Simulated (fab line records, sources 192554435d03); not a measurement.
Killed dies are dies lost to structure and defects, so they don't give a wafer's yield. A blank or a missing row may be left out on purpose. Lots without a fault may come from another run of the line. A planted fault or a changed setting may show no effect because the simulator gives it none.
fab line records | flow n5_finfet
record lots=13 wafers=37 last_day=18
route steps=1938 shown SD_EPI_N@293 SD_EPI_P@303 BEOL_M4@1111
lots that met no fault: from a run of the same line without faults
start_h: hours from the record's first day to the start of the lot's first wafer shown | wait_h: hours since the lot's step before | " the same as in the row above | L1.1+2: a row that stands for several wafers | - no value, or no start given | * or withheld: withheld | < > ~ a bound
route shown NAME@n: a module of which the file shows steps, and the number in the route of the first | usual: mean/standard deviation of fault-free wafers | same: alike in all rows | chamber/n: place in a boat | sites: the reading at each site | _std_site: their standard deviation | _edge_site: outer sites' mean less inner sites' | radius_mm: how far each site lies from the wafer's centre | mask NAME#n: copy n | behind: the tool/chamber that last shaped the wafer | hold: why the lot was held/for how many hours/how that ended | device: the transistor (n, p or np) that didn't switch | end of line: the same wafers' tests at the end of the route | a step without rows: its recipe alone | killed: dies lost to structure and defects at the first sort, not the wafer's yield | map: a wafer's dies, x killed, . not, _ none there
set.NAME: the setting as run; set.NAME@STEP: as run at that earlier step | model.NAME: the simulator's own value behind a step, which no gauge read
steps of the route over a sample of lots; a table a step, a row a wafer
services: from which hour (start_h, from the record's first day; less than 0 if before it) a tool's chamber was out of use, for how many hours, and why
## steps
# step N5_SD_EPI_N_LINER_46
# recipe material=SiNx target_thk_a=30 temp_c=400 ald_precursor_family=SiH2I2 ald_co_reactant=N2/H2-plasma pressure_torr=2
# usual heater_power_w=841/100
# columns lot.wafer tool chamber start_h wait_h heater_power_w
L674.2 ald_sin-01 0 67.61 0.1 796
L674.3 " 1 " " 1012
L676.1 ald_sin-04 0 80.08 0.4 884
L676.3 " 2 " " 957
L676.6 " 2 " " 971
L677.2 ald_sin-01 0 82.82 0.8 785
L677.3 " 2 " " 785
L677.5 " 3 " " 788
L678.1 ald_sin-04 0 89.62 0.4 874
L678.3 " 2 " " 1008
L678.4 " 0 " " 882
L679.1 ald_sin-03 0 94.30 0.2 850
L679.4 " 2 " " 941
L679.6 " 2 " " 950
L681.1 ald_sin-04 2 107.72 0.2 1016
L681.2 " 0 " " 858
L681.3 " 3 " " 787
L683.3 ald_sin-04 1 122.28 0.1 845
L683.5 " 1 " " 851
L683.6 " 2 " " 970
L684.4 ald_sin-03 1 125.90 0.1 822
L684.5 " 1 " " 844
L685.1 ald_sin-04 2 130.30 0.2 967
L685.4 " 0 " " 879
L685.5 " 2 " " 958
L687.2 ald_sin-03 2 144.19 0.1 945
L687.3 " 0 " " 852
L687.5 " 2 " " 930
L690.2 ald_sin-04 0 161.90 0.2 883
L690.3 " 3 " " 825
L690.6 " 1 " " 851
L692.3 ald_sin-03 0 175.00 0.3 856
L692.5 " 3 " " 648
L692.6 " 2 " " 946
L695.1 ald_sin-03 2 189.82 0.2 935
L695.3 " 3 " " 638
L695.4 " 0 " " 863
# step N5_SD_EPI_P_CD_MEAS_09
# recipe target_cd_nm=240 landing_energy_ev=500 detector=se_inlens
# usual cd_nm=240.2/0.82
# columns lot.wafer tool chamber start_h wait_h cd_nm
L674.2 cd_sem-03 0 68.14 - 240.3
L674.3 " 0 " " 240.7
L676.1 cd_sem-03 0 80.84 - 238.7
L676.3 " 0 " " 238.3
L676.6 " 0 " " 240.2
L677.2 cd_sem-01 0 83.35 - 239.2
L677.3 " 0 " " 238.6
L677.5 " 0 " " 239.6
L678.1 cd_sem-03 0 90.15 - 239.7
L678.3 " 0 " " 239.5
L678.4 " 0 " " 239.2
L679.1 cd_sem-02 0 94.83 - 240.6
L679.4 " 0 " " 240.3
L679.6 " 0 " " 241.3
L681.1 cd_sem-03 0 108.24 - 239.8
L681.2 " 0 " " 239.2
L681.3 " 0 " " 240.3
L683.3 cd_sem-02 0 122.93 - 240.1
L683.5 " 0 " " 240.8
L683.6 " 0 " " 239.6
L684.4 cd_sem-02 0 126.55 - 241.8
L684.5 " 0 " " 241.2
L685.1 cd_sem-03 0 130.82 - 239.4
L685.4 " 0 " " 240.0
L685.5 " 0 " " 239.8
L687.2 cd_sem-01 0 144.84 - 241.3
L687.3 " 0 " " 240.5
L687.5 " 0 " " 241.0
L690.2 cd_sem-01 0 162.55 - 242.1
L690.3 " 0 " " 241.5
L690.6 " 0 " " 242.3
L692.3 cd_sem-01 0 175.66 - 241.1
L692.5 " 0 " " 240.5
L692.6 " 0 " " 240.6
L695.1 cd_sem-03 0 190.47 - 240.3
L695.3 " 0 " " 240.2
L695.4 " 0 " " 240.7
# step N5_SD_EPI_P_INSPECT_11
# recipe mode=adi inspect_instrument=macro
# usual raw_defect_count=2.2/1.5
# columns lot.wafer tool chamber start_h wait_h raw_defect_count
L674.2 defect_inspect-02 - 68.19 0.0 1
L674.3 " - " " 1
L676.1 defect_inspect-01 - 80.89 0.0 0
L676.3 " - " " 4
L676.6 " - " " 1
L677.2 defect_inspect-02 - 83.40 0.0 5
L677.3 " - " " 3
L677.5 " - " " 2
L678.1 defect_inspect-01 - 90.20 0.0 1
L678.3 " - " " 1
L678.4 " - " " 3
L679.1 defect_inspect-01 - 94.88 0.0 2
L679.4 " - " " 1
L679.6 " - " " 3
L681.1 defect_inspect-02 - 108.29 0.0 1
L681.2 " - " " 2
L681.3 " - " " 1
L683.3 defect_inspect-02 - 123.28 0.3 2
L683.5 " - " " 1
L683.6 " - " " 0
L684.4 defect_inspect-01 - 126.60 0.0 0
L684.5 " - " " 2
L685.1 defect_inspect-02 - 130.87 0.0 1
L685.4 " - " " 3
L685.5 " - " " 1
L687.2 defect_inspect-02 - 144.89 0.0 8
L687.3 " - " " 3
L687.5 " - " " 3
L690.2 defect_inspect-02 - 162.60 0.0 2
L690.3 " - " " 1
L690.6 " - " " 0
L692.3 defect_inspect-01 - 175.71 0.0 3
L692.5 " - " " 3
L692.6 " - " " 2
L695.1 defect_inspect-02 - 190.52 0.0 4
L695.3 " - " " 4
L695.4 " - " " 2
# step N5_SD_EPI_P_ETCHBACK_46
# recipe chemistry=CH3F/O2 mode=anisotropic_etchback target=SiNx target_depth_a=175 stop_on=SiO2 over_etch_frac=0.3 ion_energy_ev=120 pressure_mtorr=30 source_w=395 bias_w=73 Ar_flow_sccm=150 CH3F_flow_sccm=30 O2_flow_sccm=20
# usual drypump_motor_current_A=5.9/0.34 oes_product_au=0.67/0.079 rf_vpp_V=299/6 showerhead_plenum_p_Torr=2.03/0.061 throttle_valve_pct=16.46/0.2
# same over_etch_frac=0.3
# columns lot.wafer tool chamber start_h wait_h drypump_motor_current_A oes_product_au rf_hours_counter_h rf_vpp_V showerhead_plenum_p_Torr throttle_valve_pct
L674.2 rie_diel-01 1 68.64 0.0 5.8 0.61 219 286 2.07 16.80
L674.3 " 0 " " 6.3 0.78 20 305 2.05 16.45
L676.1 rie_diel-01 0 81.34 0.0 6.3 0.77 24 305 2.05 16.47
L676.3 " 1 " " 5.8 0.61 223 287 2.07 16.80
L676.6 " 1 " " 5.8 0.60 - 285 2.07 16.80
L677.2 rie_diel-02 2 84.12 0.0 6.2 0.60 191 299 1.98 16.22
L677.3 " 0 " " 5.5 0.66 139 299 2.08 16.68
L677.5 " 0 " " 5.4 0.66 - 300 2.08 16.70
L678.1 rie_diel-05 0 90.65 0.0 6.1 0.61 190 299 2.07 16.47
L678.3 " 3 " " 5.7 0.61 214 302 2.06 16.57
L678.4 " 2 " " 5.0 0.65 147 296 1.93 16.26
L679.1 rie_diel-01 0 95.33 0.0 6.3 0.76 27 307 2.04 16.47
L679.4 " 1 " " 5.8 0.61 226 286 2.07 16.80
L679.6 " 0 " " 6.3 0.76 - 306 2.04 16.48
L681.1 rie_diel-01 2 108.74 0.0 5.9 0.60 235 295 1.88 16.54
L681.2 " 0 " " 6.3 0.77 30 306 2.04 16.48
L681.3 " 1 " " 5.8 0.60 229 286 2.07 16.80
L683.3 rie_diel-02 3 123.73 0.0 6.2 0.81 10 292 2.12 16.12
L683.5 " 1 " " 5.7 0.58 - 300 2.06 16.56
L683.6 " 0 " " 5.4 0.65 - 302 2.07 16.69
L684.4 rie_diel-05 1 127.05 0.0 6.0 0.67 121 307 2.00 16.31
L684.5 " 0 " " 6.1 0.61 - 297 2.07 16.48
L685.1 rie_diel-01 0 131.32 0.0 6.3 0.75 35 307 2.04 16.50
L685.4 " 3 " " 5.9 0.76 40 300 2.04 16.35
L685.5 " 1 " " 5.8 0.60 - 286 2.07 16.80
L687.2 rie_diel-05 2 145.34 0.0 5.0 0.64 161 300 1.93 16.29
L687.3 " 0 " " 6.1 0.60 204 299 2.07 16.50
L687.5 " 3 " " 5.8 0.60 - 302 2.05 16.58
L690.2 rie_diel-05 0 163.05 0.0 6.1 0.60 209 298 2.07 16.51
L690.3 " 3 " " 5.8 0.59 230 301 2.05 16.62
L690.6 " 3 " " 5.8 0.59 - 302 2.05 16.59
L692.3 rie_diel-01 3 177.27 0.0 5.8 0.74 53 303 2.03 16.37
L692.5 " 0 " " 6.3 0.74 - 306 2.04 16.53
L692.6 " 1 " " 5.8 0.59 - 286 2.06 16.85
L695.1 rie_diel-01 3 190.97 0.0 5.8 0.61 60 301 2.03 16.36
L695.3 " 0 " " 6.3 0.73 56 306 2.04 16.51
L695.4 " 0 " " 6.3 0.73 - 307 2.04 16.51
# step N5_SD_EPI_P_ETCH_47
# recipe chemistry=CH3F/O2 target=SiOCN target_depth_a=250 mask_material=SOC ion_energy_ev=60 bias_w=29 pressure_mtorr=30 source_w=410 Ar_flow_sccm=150 CH3F_flow_sccm=30 O2_flow_sccm=20
# usual drypump_motor_current_A=5.9/0.34 oes_product_au=0.78/0.098 rf_vpp_V=127.9/2.5 showerhead_plenum_p_Torr=2.03/0.061 throttle_valve_pct=16.43/0.2
# columns lot.wafer tool chamber start_h wait_h drypump_motor_current_A oes_product_au rf_hours_counter_h rf_vpp_V showerhead_plenum_p_Torr throttle_valve_pct
L674.2 rie_diel-01 1 68.74 0.1 5.8 0.71 219 122.8 2.07 16.79
L674.3 " 0 " " 6.3 0.91 20 131.2 2.05 16.44
L676.1 rie_diel-01 0 81.44 0.1 6.3 0.91 24 130.0 2.05 16.47
L676.3 " 1 " " 5.8 0.71 223 121.6 2.07 16.76
L676.6 " 1 " " 5.8 0.71 - 122.9 2.07 16.77
L677.2 rie_diel-02 2 84.22 0.1 6.2 0.70 191 126.9 1.98 16.21
L677.3 " 0 " " 5.5 0.76 139 126.8 2.08 16.67
L677.5 " 0 " " 5.5 0.77 - 128.1 2.08 16.66
L678.1 rie_diel-05 0 90.75 0.1 6.1 0.70 190 128.8 2.07 16.46
L678.3 " 3 " " 5.8 0.70 214 129.3 2.06 16.54
L678.4 " 2 " " 5.0 0.77 147 126.8 1.93 16.25
L679.1 rie_diel-01 0 95.43 0.1 6.4 0.91 27 132.0 2.04 16.46
L679.4 " 1 " " 5.8 0.70 226 122.5 2.07 16.78
L679.6 " 0 " " 6.4 0.90 - 129.3 2.05 16.45
L681.1 rie_diel-01 2 108.84 0.1 5.8 0.70 235 124.5 1.88 16.50
L681.2 " 0 " " 6.3 0.90 30 130.0 2.04 16.45
L681.3 " 1 " " 5.8 0.70 229 124.1 2.07 16.77
L683.3 rie_diel-02 3 123.83 0.1 6.3 0.95 10 126.3 2.12 16.10
L683.5 " 1 " " 5.7 0.66 - 129.3 2.06 16.52
L683.6 " 0 " " 5.5 0.76 - 129.8 2.07 16.69
L684.4 rie_diel-05 1 127.15 0.1 6.1 0.77 121 131.7 2.00 16.28
L684.5 " 0 " " 6.1 0.70 - 128.7 2.07 16.46
L685.1 rie_diel-01 0 131.42 0.1 6.3 0.89 35 132.2 2.04 16.46
L685.4 " 3 " " 5.8 0.89 40 128.4 2.04 16.32
L685.5 " 1 " " 5.8 0.69 - 123.0 2.07 16.79
L687.2 rie_diel-05 2 145.44 0.1 5.0 0.75 161 127.0 1.93 16.25
L687.3 " 0 " " 6.1 0.70 204 127.3 2.07 16.47
L687.5 " 3 " " 5.8 0.70 - 128.2 2.05 16.56
L690.2 rie_diel-05 0 163.15 0.1 6.1 0.69 209 128.3 2.07 16.48
L690.3 " 3 " " 5.8 0.70 230 127.4 2.05 16.55
L690.6 " 3 " " 5.8 0.69 - 128.1 2.05 16.57
L692.3 rie_diel-01 3 177.37 0.1 5.9 0.87 53 128.9 2.03 16.34
L692.5 " 0 " " 6.3 0.87 - 131.1 2.04 16.50
L692.6 " 1 " " 5.8 0.70 - 122.9 2.06 16.82
L695.1 rie_diel-01 3 191.07 0.1 5.8 0.33 60 129.1 2.03 16.33
L695.3 " 0 " " 6.3 0.87 56 131.4 2.03 16.51
L695.4 " 0 " " 6.3 0.86 - 130.7 2.04 16.50
# step N5_SD_EPI_P_EPI_MEAS_23
# recipe mode=xrd
# usual thk_nm=60.7/1.2
# columns lot.wafer tool chamber start_h wait_h thk_nm
L674.2 film_metro-01 - 72.63 2.0 61.0
L674.3 " - " " 61.0
L676.1 film_metro-02 - 84.47 1.8 62.1
L676.3 " - " " 62.2
L676.6 " - " " 61.4
L677.2 film_metro-02 - 87.25 1.5 61.0
L677.3 " - " " 60.4
L677.5 " - " " 60.2
L678.1 film_metro-01 - 94.62 2.4 61.4
L678.3 " - " " 64.0
L678.4 " - " " 60.0
L679.1 film_metro-02 - 98.52 1.8 59.5
L679.4 " - " " 59.9
L679.6 " - " " 60.0
L681.1 film_metro-02 - 112.88 2.4 62.5
L681.2 " - " " 60.6
L681.3 " - " " 59.3
L683.3 film_metro-01 - 126.86 1.1 59.8
L683.5 " - " " 62.3
L683.6 " - " " 60.7
L684.4 film_metro-01 - 132.14 1.3 59.6
L684.5 " - " " 61.2
L685.1 film_metro-01 - 134.46 1.8 61.0
L685.4 " - " " 61.1
L685.5 " - " " 61.4
L687.2 film_metro-01 - 149.44 2.0 61.0
L687.3 " - " " 59.2
L687.5 " - " " 62.1
L690.2 film_metro-01 - 168.14 2.6 61.2
L690.3 " - " " 63.5
L690.6 " - " " 60.8
L692.3 film_metro-01 - 182.36 2.0 59.5
L692.5 " - " " 61.2
L692.6 " - " " 59.8
L695.1 film_metro-02 - 194.13 1.8 2.0
L695.3 " - " " 61.9
L695.4 " - " " 62.7
# step N5_BEOL_M4_RC_MEAS_101
# usual DIBL_N=36.0/2.2 DIBL_P=36.2/2.4 IOFF_N=0.16/0.035 IOFF_P=0.21/0.037 ION_N=672/13 ION_P=461/7 SS_N=71.4/0.69 SS_P=73.2/0.75 VT_N=250/3.4 VT_P=-251/3
# columns lot.wafer tool chamber start_h wait_h DIBL_N[mV/V] DIBL_P[mV/V] IOFF_N[nA/um] IOFF_P[nA/um] ION_N[uA/um] ION_P[uA/um] SS_N[mV/dec] SS_P[mV/dec] VT_N[mV] VT_P[mV]
L674.2 prober-01 0 202.54 0.2 38.5 37.1 0.18 0.22 671 458 72.7 73.8 247 -250
L674.3 " 0 " " 39.2 37.9 0.21 0.24 679 458 71.8 73.9 248 -246
L676.1 prober-02 0 232.31 0.0 34.8 35.5 0.14 0.20 672 463 70.9 73.6 252 -252
L676.3 " 0 " " 34.9 35.1 0.14 0.20 666 462 70.7 72.9 251 -248
L676.6 " 0 " " 33.5 34.3 0.12 0.18 661 457 70.3 72.7 254 -251
L678.1 prober-01 0 235.09 0.0 35.2 34.8 0.14 0.18 665 455 71.1 72.2 253 -255
L678.3 " 0 " " 32.3 32.9 0.11 0.16 655 454 70.3 71.8 254 -252
L678.4 " 0 " " 35.6 36.0 0.14 0.19 667 461 71.0 72.8 251 -254
L679.1 prober-02 0 235.70 0.0 34.2 33.5 0.13 0.18 675 465 70.3 72.5 252 -250
L679.4 " 0 " " 36.7 37.9 0.18 0.24 684 471 71.8 73.6 246 -246
L679.6 " 0 " " 36.2 36.5 0.16 0.22 683 460 70.8 73.1 249 -250
L677.2 prober-02 0 236.88 0.2 37.0 39.5 0.18 0.26 667 465 72.0 74.1 252 -250
L677.3 " 0 " " 36.6 38.0 0.17 0.23 674 460 71.6 74.1 248 -251
L677.5 " 0 " " 34.1 35.2 0.13 0.19 660 463 71.6 72.9 254 -254
L681.1 prober-02 0 261.06 0.0 40.6 41.8 0.22 0.27 697 467 72.3 74.2 246 -247
L681.2 " 0 " " 37.0 38.9 0.14 0.20 661 457 71.7 73.3 254 -249
L681.3 " 0 " " 39.7 41.3 0.20 0.24 671 457 72.9 74.5 247 -249
L685.1 prober-01 0 270.87 0.0 37.0 37.3 0.17 0.23 671 464 72.0 73.7 249 -248
L685.4 " 0 " " 35.4 34.3 0.15 0.19 675 463 71.1 72.8 248 -253
L685.5 " 0 " " 37.6 37.9 0.19 0.25 684 467 72.0 73.7 248 -249
L684.4 prober-02 0 271.60 0.5 37.4 37.5 0.16 0.22 669 457 71.3 73.8 252 -249
L684.5 " 0 " " 40.8 40.8 0.24 0.28 692 470 72.7 74.1 244 -248
L683.3 prober-02 0 273.10 0.3 31.8 33.3 0.11 0.16 651 452 70.9 73.1 254 -254
L683.5 " 0 " " 35.7 37.8 0.16 0.22 663 458 72.4 73.2 248 -252
L683.6 " 0 " " 34.3 35.4 0.15 0.19 670 457 71.0 73.0 251 -253
L687.2 prober-02 0 299.60 0.2 35.1 36.3 0.15 0.22 664 461 71.1 73.1 248 -250
L687.3 " 0 " " 35.3 35.5 0.15 0.19 677 457 70.9 73.1 251 -252
L687.5 " 0 " " 35.8 37.0 0.16 0.23 677 463 71.8 73.0 250 -248
L690.2 prober-01 0 304.76 0.2 40.9 41.1 0.26 0.30 700 476 72.6 75.2 243 -247
L690.3 " 0 " " 38.3 37.2 0.18 0.23 689 466 71.8 73.6 249 -251
L690.6 " 0 " " 38.9 38.2 0.20 0.24 691 462 71.8 74.7 249 -249
L692.3 prober-01 0 316.21 0.3 36.3 35.8 0.16 0.18 681 460 71.5 72.7 248 -254
L692.5 " 0 " " 36.5 36.5 0.16 0.19 684 460 71.9 73.1 253 -252
L692.6 " 0 " " 39.1 39.1 0.21 0.23 696 462 71.9 73.3 245 -251
L695.3 prober-01 0 341.41 0.3 37.5 37.4 0.18 0.24 682 473 71.7 73.2 249 -247
L695.4 " 0 " " 36.2 36.2 0.16 0.21 678 466 71.3 73.0 250 -248
## services
# columns tool chamber start_h hours kind
ald_sin-01 - 65.57 0.7 repair
ald_sin-03 0 73.62 5.7 repair
rie_diel-01 3 78.87 5.7 repair
ald_sin-03 - 80.68 6.1 pm
ald_sin-01 - 85.75 14.0 pm
ald_sin-03 - 108.58 0.9 repair
rie_diel-05 1 109.28 4.8 repair
ald_sin-03 - 119.99 2.8 pm
ald_sin-03 1 130.03 1.8 repair
ald_sin-01 2 130.46 7.6 repair
rie_diel-05 1 140.73 9.1 repair
rie_diel-01 3 144.44 4.0 repair
rie_diel-01 2 168.39 - clean
rie_diel-01 2 168.39 - consumable_replace:focus_ring
rie_diel-01 2 168.39 - consumable_replace:showerhead
rie_diel-01 2 168.39 21.4 scheduled_down
rie_diel-01 2 168.39 21.4 vent_cycle
ald_sin-04 - 176.75 14.0 pm
ald_sin-04 0 176.75 14.0 vent_cycle
rie_diel-02 2 177.07 8.7 repair
rie_diel-01 1 189.91 - clean
rie_diel-01 1 189.91 - consumable_replace:focus_ring
rie_diel-01 1 189.91 30.6 scheduled_down
rie_diel-01 1 189.91 30.6 vent_cycle
## key
first_sign step=N5_SD_EPI_P_ETCH_47 reading=oes_product_au direction=down sigmas=4.7 usual=0.78 struck=0.33
effect step=N5_SD_EPI_P_EPI_MEAS_23 reading=thk_nm direction=down sigmas=49 usual=* struck=*
met_at N5_SD_EPI_P_ETCHBACK_46
struck_lots L695
struck_wafers L695.1
later_rows_left_out L695.1
sort_left_out L695.1
not_acting_at N5_SD_EPI_N_LINER_46,N5_SD_EPI_P_CD_MEAS_09,N5_SD_EPI_P_INSPECT_11
onset_between 177.27 190.97
fault kind=process_parameter_drift tool=rie_diel-01 chamber=- onset_h=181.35 steps=N5_SD_EPI_P_ETCHBACK_46 channel=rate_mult offset=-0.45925 shape=step end_h=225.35 scope=struck_wafers_only
# sort_left_out: the simulated sort isn't trusted on such a fault, so these wafers' sort isn't shown, and their yield isn't known
# later_rows_left_out: the simulator's readings of these wafers behind a module that went badly wrong aren't trusted and aren't shown, but for the sort
